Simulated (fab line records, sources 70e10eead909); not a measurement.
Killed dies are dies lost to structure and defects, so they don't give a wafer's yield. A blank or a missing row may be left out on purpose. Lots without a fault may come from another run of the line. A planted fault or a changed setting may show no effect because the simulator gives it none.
Problem report in the 8D (eight disciplines) form, filled by code | flow nand_harc | the parts of the form that need people (team, actions taken, sign-off) are left out

1. THE PROBLEM
killed_at_array at NHARC_END_SORT_01 reads a mean of 122 on 3 wafers of 2 lots; wafers without a fault read 25 with a standard deviation of 9.7. That is +10 standard deviations from the usual mean.
First seen on wafer L221.2, day 21 14:43, on prober-01. The record holds 9 wafers of 3 lots with a number at this step. Rule for "out", or "out of limits": more than 4 standard deviations from the usual mean. The other wafers with a number count as sound.

2. WHAT IT IS AND WHAT IT IS NOT
question                    | is                           | is not
which readings at this step | killed_at_array, killed_dies | killed_at_other, killed_at_periphery, killed_open, killed_short
which lots                  | L221, L225                   | L230
which wafers of those lots  | L221.2, L221.6, L225.1       | L221.5, L225.2, L225.3
read on which gauges        | prober-01                    | prober-02
when                        | from day 21 14:43            | up to then (0 sound wafers); but 6 sound wafers of L221, L225, L230 came after

3. SUSPECTS, AND WHAT RULES EACH OUT
Counting: a tool at a process step up to the reading stays a suspect if it ran every lot that is out. Sound lots after the first of them don't rule it out here, since some wafers of a struck lot are sound.
- the gauge at NHARC_END_SORT_01: kept. All the wafers that are out were read on prober-01, and no step on other tools shows them out.
- har_cap_etch-02 at NHARC_A_CONTACT_ETCH_122 (etches the open film in C4F8/O2/Ar, time 95 s, target depth 930 nm): kept. It ran every lot that is out, first L221 (day 18 21:01).
- Within har_cap_etch-02 at NHARC_A_CONTACT_ETCH_122: the wafers that are out ran in chamber 0; their sound lot-mates ran in chamber 1.
Left after counting: har_cap_etch-02 at NHARC_A_CONTACT_ETCH_122, prober-01 at NHARC_END_SORT_01.

4. THE CAUSE (what the simulator had put in)
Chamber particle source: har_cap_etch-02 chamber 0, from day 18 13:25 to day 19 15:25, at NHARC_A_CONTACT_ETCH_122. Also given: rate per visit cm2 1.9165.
Counting left 2 suspects, and this tool is among them.

5. THE CHAIN OF EFFECTS, in route order
Each row: a reading whose mean over the struck wafers that have a number lies more than 3 standard deviations from the usual. Only readings for which the record gives a usual standard deviation are gone through. hours: the time from each lot's start at the first step in this table that gives one to its start at this step, as a median over the lots. sigmas: the change in usual standard deviations.
hours | step              | reading         | usual | on struck wafers | change | sigmas
0     | NHARC_END_SORT_01 | killed_at_array | 25    | 122              | +97    | +10
0     | NHARC_END_SORT_01 | killed_dies     | 29    | 127              | +98    | +8.9

6. WHAT WOULD HAVE CAUGHT IT SOONER
In this record the first reading out of limits at a measuring or inspecting step was taken at day 21 14:43, 73 hours after the fault began at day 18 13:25.
All the lots that are out (2) had begun NHARC_A_CONTACT_ETCH_122 on har_cap_etch-02 by day 21 14:43. A hold on the tool at that time would have spared none of them.
